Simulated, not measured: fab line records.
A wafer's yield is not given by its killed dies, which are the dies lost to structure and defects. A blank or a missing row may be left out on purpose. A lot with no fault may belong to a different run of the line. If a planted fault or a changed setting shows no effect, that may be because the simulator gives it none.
Lot-split experiment / flow n5 finfet / 7 lots, 21 wafers read, on a route of 1938 steps

SPLIT DETAILS
At N5_BEOL_M15_COAT_22 (resist thk 800 nm), the setting spin rpm was moved away from the recipe's 1704 rpm on 7 of the 21 wafers read, by -7.3% to +10.9%. This setting was run at the recipe's value on the other wafers.

FROM THE SPLIT TO THE READING: what the file shows between them, 7 steps
- N5_BEOL_M15_EXPOSE_25: exposes mask M15, target cd 400 nm (also split here: dose mj)
- N5_BEOL_M15_PEB_26: peb time 90 s
- N5_BEOL_M15_DEVELOP_27: develop time 45 s
- N5_BEOL_M15_HARDBAKE_32: time 120 s
- N5_BEOL_M15_CD_MEAS_28: target cd 407.6 nm
- N5_BEOL_M15_DESCUM_33: chemistry O2, time 7.9 s
- N5_BEOL_M15_ETCH_61: etches BARC in N2/H2, target depth 89 nm, overetch 26.7 nm, time 67.9 s

THE READING
coat_of_BEOL_M15_COAT_22.thk nm (the simulator's own value, which no gauge read), in nm, at N5_BEOL_M15_TRENCH_ETCH_34 (etches SiO2 in C4F8/O2/Ar, target depth 872.93 nm, time 199 s). No usual value for it is given in the file. Here, 14 wafers ran the recipe; their average is 543.8 nm with a standard deviation of 9.8 nm.

wafer=L074.1; tool, chamber at the split=litho track-01, 0; spin rpm as run, rpm=1704; against the recipe=recipe; coat_of_BEOL_M15_COAT_22.thk nm, nm=530.6; against lot-mates on the recipe=-
wafer=L074.2; tool, chamber at the split=litho track-01, 0; spin rpm as run, rpm=1704; against the recipe=recipe; coat_of_BEOL_M15_COAT_22.thk nm, nm=546.2; against lot-mates on the recipe=-
wafer=L074.6; tool, chamber at the split=litho track-01, 0; spin rpm as run, rpm=1704; against the recipe=recipe; coat_of_BEOL_M15_COAT_22.thk nm, nm=554.2; against lot-mates on the recipe=-
wafer=L075.1; tool, chamber at the split=litho track-04, 0; spin rpm as run, rpm=1704; against the recipe=recipe; coat_of_BEOL_M15_COAT_22.thk nm, nm=535.4; against lot-mates on the recipe=-
wafer=L075.4; tool, chamber at the split=litho track-04, 0; spin rpm as run, rpm=1704; against the recipe=recipe; coat_of_BEOL_M15_COAT_22.thk nm, nm=540.6; against lot-mates on the recipe=-
wafer=L075.5; tool, chamber at the split=litho track-04, 0; spin rpm as run, rpm=1587; against the recipe=-6.9%; coat_of_BEOL_M15_COAT_22.thk nm, nm=573; against lot-mates on the recipe=+35.0
wafer=L076.2; tool, chamber at the split=litho track-04, 0; spin rpm as run, rpm=1704; against the recipe=recipe; coat_of_BEOL_M15_COAT_22.thk nm, nm=544.4; against lot-mates on the recipe=-
wafer=L076.3; tool, chamber at the split=litho track-04, 0; spin rpm as run, rpm=1704; against the recipe=recipe; coat_of_BEOL_M15_COAT_22.thk nm, nm=532.4; against lot-mates on the recipe=-
wafer=L076.6; tool, chamber at the split=litho track-04, 0; spin rpm as run, rpm=1579; against the recipe=-7.3%; coat_of_BEOL_M15_COAT_22.thk nm, nm=559.2; against lot-mates on the recipe=+20.8
wafer=L079.2; tool, chamber at the split=litho track-03, 0; spin rpm as run, rpm=1704; against the recipe=recipe; coat_of_BEOL_M15_COAT_22.thk nm, nm=549.2; against lot-mates on the recipe=-
wafer=L079.3; tool, chamber at the split=litho track-03, 0; spin rpm as run, rpm=1872; against the recipe=+9.9%; coat_of_BEOL_M15_COAT_22.thk nm, nm=519.6; against lot-mates on the recipe=-20.3
wafer=L079.4; tool, chamber at the split=litho track-03, 0; spin rpm as run, rpm=1704; against the recipe=recipe; coat_of_BEOL_M15_COAT_22.thk nm, nm=530.6; against lot-mates on the recipe=-
wafer=L080.3; tool, chamber at the split=litho track-03, 0; spin rpm as run, rpm=1704; against the recipe=recipe; coat_of_BEOL_M15_COAT_22.thk nm, nm=559.4; against lot-mates on the recipe=-
wafer=L080.5; tool, chamber at the split=litho track-03, 0; spin rpm as run, rpm=1704; against the recipe=recipe; coat_of_BEOL_M15_COAT_22.thk nm, nm=560.2; against lot-mates on the recipe=-
wafer=L080.6; tool, chamber at the split=litho track-03, 0; spin rpm as run, rpm=1704; against the recipe=recipe; coat_of_BEOL_M15_COAT_22.thk nm, nm=552; against lot-mates on the recipe=-
wafer=L092.1; tool, chamber at the split=litho track-04, 0; spin rpm as run, rpm=1704; against the recipe=recipe; coat_of_BEOL_M15_COAT_22.thk nm, nm=540.8; against lot-mates on the recipe=-
wafer=L092.4; tool, chamber at the split=litho track-04, 0; spin rpm as run, rpm=1889; against the recipe=+10.9%; coat_of_BEOL_M15_COAT_22.thk nm, nm=501.8; against lot-mates on the recipe=-39.0
wafer=L092.5; tool, chamber at the split=litho track-04, 0; spin rpm as run, rpm=1889; against the recipe=+10.9%; coat_of_BEOL_M15_COAT_22.thk nm, nm=502; against lot-mates on the recipe=-38.8
wafer=L096.2; tool, chamber at the split=litho track-04, 0; spin rpm as run, rpm=1704; against the recipe=recipe; coat_of_BEOL_M15_COAT_22.thk nm, nm=537; against lot-mates on the recipe=-
wafer=L096.4; tool, chamber at the split=litho track-04, 0; spin rpm as run, rpm=1583; against the recipe=-7.1%; coat_of_BEOL_M15_COAT_22.thk nm, nm=574; against lot-mates on the recipe=+37.0
wafer=L096.6; tool, chamber at the split=litho track-04, 0; spin rpm as run, rpm=1583; against the recipe=-7.1%; coat_of_BEOL_M15_COAT_22.thk nm, nm=560.6; against lot-mates on the recipe=+23.6

THE FIT
A straight line over all 21 wafers: coat_of_BEOL_M15_COAT_22.thk nm changes by -3.36 nm for each +1% of spin rpm; r = -0.88; the points scatter about the line by 9.4 nm.
The same after taking each lot's own level away (the mean of its wafers on the recipe; 21 wafers): -3.5 nm for each +1%; r = -0.93; scatter 7.4 nm.
According to that fit, moving spin rpm by its largest amount changes the reading by 38 nm.
Measured against the standard deviation above, the lots' own levels, which go from 537.00 to 557.20 nm, span 2.1 times it.
So the lot-to-lot level changes the slope little: the two slopes agree.
Check: with one of the wafers moved furthest among these (+10.9%) left out of the fit, the line predicts -35.8 nm for it against its lot-mates. Against them it came out at -39 nm.

FURTHER SPLITS ON THESE WAFERS
Other splits were also applied to these wafers ahead of the reading. Each is held against what the fit with the lots' levels taken away leaves over:
other split on the same wafers=N5_BEOL_M14_TRENCH_ETCH_34 time s; wafers away from the commonest value=9; r with coat_of_BEOL_M15_COAT_22.thk nm (lot level and that fit taken away)=+0.04
other split on the same wafers=N5_BEOL_M15_EXPOSE_25 dose mj; wafers away from the commonest value=7; r with coat_of_BEOL_M15_COAT_22.thk nm (lot level and that fit taken away)=+0.17

THE WHOLE CHAIN: every reading that the file lists as answering this split, in the file's order
step=N5_BEOL_M15_COAT_22; what it does=resist thk 800 nm; reading=coat_of_BEOL_M15_COAT_22.thk nm (the simulator's own value, which no gauge read); change (the file's fit)=-3.78 nm for each +1% of the setting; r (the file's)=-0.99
step=N5_BEOL_M15_ETCH_61; what it does=etches BARC in N2/H2, target depth 89 nm, overetch 26.7 nm, time 67.9 s; reading=coat_of_BEOL_M15_COAT_22.thk nm (the simulator's own value, which no gauge read); change (the file's fit)=-3.61 nm for each +1% of the setting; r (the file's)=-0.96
step=N5_BEOL_M15_TRENCH_ETCH_34; what it does=etches SiO2 in C4F8/O2/Ar, target depth 872.93 nm, time 199 s; reading=coat_of_BEOL_M15_COAT_22.thk nm (the simulator's own value, which no gauge read); change (the file's fit)=-3.36 nm for each +1% of the setting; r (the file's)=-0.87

THE FILE'S OWN FIT
coat_of_BEOL_M15_COAT_22.thk nm changes by -3.36 nm for each +1% of spin rpm, r = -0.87.
